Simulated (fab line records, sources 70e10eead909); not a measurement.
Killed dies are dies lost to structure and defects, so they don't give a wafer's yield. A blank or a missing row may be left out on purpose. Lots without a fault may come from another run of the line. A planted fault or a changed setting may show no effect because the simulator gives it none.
Which tool did it? | flow nand_harc | 15 lots, 45 wafers sampled, at 1 step of a route of 1302

WHAT THE GAUGES READ, wafer by wafer
NHARC_A_ONON_D1_THK_MEAS_34: measures by ellipsometry.
lot  | measured     | on            | thk_nm (nm)
L251 | day 8 01:28  | film_metro-01 | 200 198 197
L252 | day 8 11:14  | film_metro-02 | 200 203 206
L254 | day 9 09:07  | film_metro-01 | 201 199 204
L255 | day 10 11:00 | film_metro-01 | 198 197 204
L257 | day 11 03:29 | film_metro-01 | 188 196 195
L259 | day 11 16:53 | film_metro-02 | 196 199 202
L260 | day 12 10:29 | film_metro-02 | 200 204 201
L261 | day 12 15:33 | film_metro-02 | 195 192 194
L262 | day 12 23:44 | film_metro-01 | 194 200 197
L264 | day 13 12:02 | film_metro-01 | 198 201 201
L270 | day 16 00:02 | film_metro-01 | 204 202 209
L269 | day 16 00:04 | film_metro-02 | 197 199 201
L272 | day 17 11:04 | film_metro-02 | 197 198 201
L273 | day 17 20:28 | film_metro-02 | 197 196 200
L274 | day 18 01:05 | film_metro-01 | 201 200 198

WHICH TOOL RAN EACH LOT (tool, then ch and the chambers of the sampled wafers, then the start)
The record holds no process step before these readings.

WHAT THE TOOLS THEMSELVES READ (means of the sampled wafers that have a number; where no wafer has one, the mark that the record gives instead)
The record holds no such reading with a usual standard deviation.

THE ANSWER, worked out from the rows above alone
Rule: what is usual is taken from the lots themselves. Put in order of their means at a reading, lots are off if they are a third of the lots or fewer, leave a main group of 4 or more, and stand apart from it by a gap of 3 or more times the standard deviation of the main group's means; of several such gaps the widest counts. A main group whose means are all the same, to the digits that the tables above print for the reading, isn't used. A lot without any number at a reading at which 4 lots or more have one is off too. The other lots that the step has rows for count as sound. The gauges are gone through in route order, then the tools' own readings, and for those a lot's mean is taken as printed above. The first step at which some lot is off is used, and at that step the reading that is off furthest; a lot without a number counts as furthest.
No lot is off at any reading shown: from this, nothing can be told.

WHAT THE SIMULATOR HAD PUT IN
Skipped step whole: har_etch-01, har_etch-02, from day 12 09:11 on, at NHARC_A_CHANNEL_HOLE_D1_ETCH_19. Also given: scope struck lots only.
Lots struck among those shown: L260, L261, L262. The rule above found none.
